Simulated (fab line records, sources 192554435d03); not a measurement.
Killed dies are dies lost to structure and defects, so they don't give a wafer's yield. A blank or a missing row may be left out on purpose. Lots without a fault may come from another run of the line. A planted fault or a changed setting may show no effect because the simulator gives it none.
Split-lot experiment | flow n5_finfet | 7 lots, 21 wafers read, on a route of 1938 steps

THE SPLIT
At N5_SD_EPI_P_PEB_07 (peb time 60 s), the setting peb_time_s was moved away from the recipe's 60 s on 8 of the 21 wafers read, by -21.6% to +16.0%. The other wafers ran this setting at the recipe's value.

FROM THE SPLIT TO THE READING: what the file shows between them, 1 step
- N5_SD_EPI_P_DEVELOP_08: develop time 30 s

THE READING
cd_nm, in nm, at N5_SD_EPI_P_CD_MEAS_09 (target cd 240 nm). Fault-free wafers of this fab line usually give 239.8 nm, standard deviation 0.7 nm.

wafer  | tool, chamber at the split | peb_time_s as run, s | against the recipe | cd_nm, nm | against lot-mates on the recipe
L076.1 | litho_track-04, 0          | 60                   | recipe             | 239.9     | -
L076.4 | litho_track-04, 0          | 53.81                | -10.3%             | 235.6     | -3.8
L076.5 | litho_track-04, 0          | 60                   | recipe             | 238.9     | -
L075.2 | litho_track-05, 0          | 60                   | recipe             | 241.2     | -
L075.3 | litho_track-05, 0          | 60                   | recipe             | 240.5     | -
L075.4 | litho_track-05, 0          | 60                   | recipe             | 241.0     | -
L078.1 | litho_track-01, 0          | 60                   | recipe             | 240.5     | -
L078.4 | litho_track-01, 0          | 60                   | recipe             | 240.5     | -
L078.6 | litho_track-01, 0          | 60                   | recipe             | 240.6     | -
L084.1 | litho_track-04, 0          | 50.15                | -16.4%             | 232.1     | no lot-mate on the recipe
L084.2 | litho_track-04, 0          | 50.15                | -16.4%             | 233.2     | no lot-mate on the recipe
L084.5 | litho_track-04, 0          | 50.15                | -16.4%             | 232.8     | no lot-mate on the recipe
L090.1 | litho_track-05, 0          | 64.74                | +7.9%              | 242.3     | +3.1
L090.2 | litho_track-05, 0          | 64.74                | +7.9%              | 241.0     | +1.8
L090.4 | litho_track-05, 0          | 60                   | recipe             | 239.2     | -
L094.1 | litho_track-05, 0          | 69.6                 | +16.0%             | 244.2     | +3.9
L094.3 | litho_track-05, 0          | 60                   | recipe             | 240.0     | -
L094.5 | litho_track-05, 0          | 60                   | recipe             | 240.6     | -
L095.1 | litho_track-01, 0          | 47.07                | -21.6%             | 229.7     | -10.1
L095.2 | litho_track-01, 0          | 60                   | recipe             | 239.8     | -
L095.6 | litho_track-01, 0          | 60                   | recipe             | 239.7     | -

THE FIT
A straight line over all 21 wafers: cd_nm changes by +0.4 nm for each +1% of peb_time_s; r = +0.97; the points scatter about the line by 1 nm.
The same after taking each lot's own level away (the mean of its wafers on the recipe; 18 wafers): +0.375 nm for each +1%; r = +0.97; scatter 0.76 nm.
On that fit, the largest move of peb_time_s shifts the reading by 8.1 nm.
The lots' own levels span 239.20 to 240.90 nm, that is 2.4 times the standard deviation above.
So the lot-to-lot level changes the slope little: the two slopes agree.
Check: with one of the wafers moved furthest among these (-21.6%) left out of the fit, the line predicts -6.35 nm for it against its lot-mates. It came out at -10.1 nm against them.

THE WHOLE CHAIN: every reading that the file lists as answering this split, in the file's order
step                   | what it does                                           | reading                                                         | change (the file's fit)               | r (the file's)
N5_SD_EPI_P_CD_MEAS_09 | target cd 240 nm                                       | cd_nm                                                           | +0.38 nm for each +1% of the setting  | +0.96
N5_SD_EPI_P_DESCUM_14  | chemistry O2, time 7.9 s                               | SD_EPI_P.cd_nm (the simulator's own value, which no gauge read) | +0.379 nm for each +1% of the setting | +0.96
N5_SD_EPI_P_ETCH_36    | etches SiARC in CF4, target depth 45.5 nm, time 75.8 s | SD_EPI_P.cd_nm (the simulator's own value, which no gauge read) | +0.387 nm for each +1% of the setting | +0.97
N5_SD_EPI_P_ETCH_37    | etches SOC in N2/H2, overetch 108 nm, time 486 s       | SD_EPI_P.cd_nm (the simulator's own value, which no gauge read) | +0.372 nm for each +1% of the setting | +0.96

THE FILE'S OWN FIT
cd_nm changes by +0.38 nm for each +1% of peb_time_s, r = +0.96.
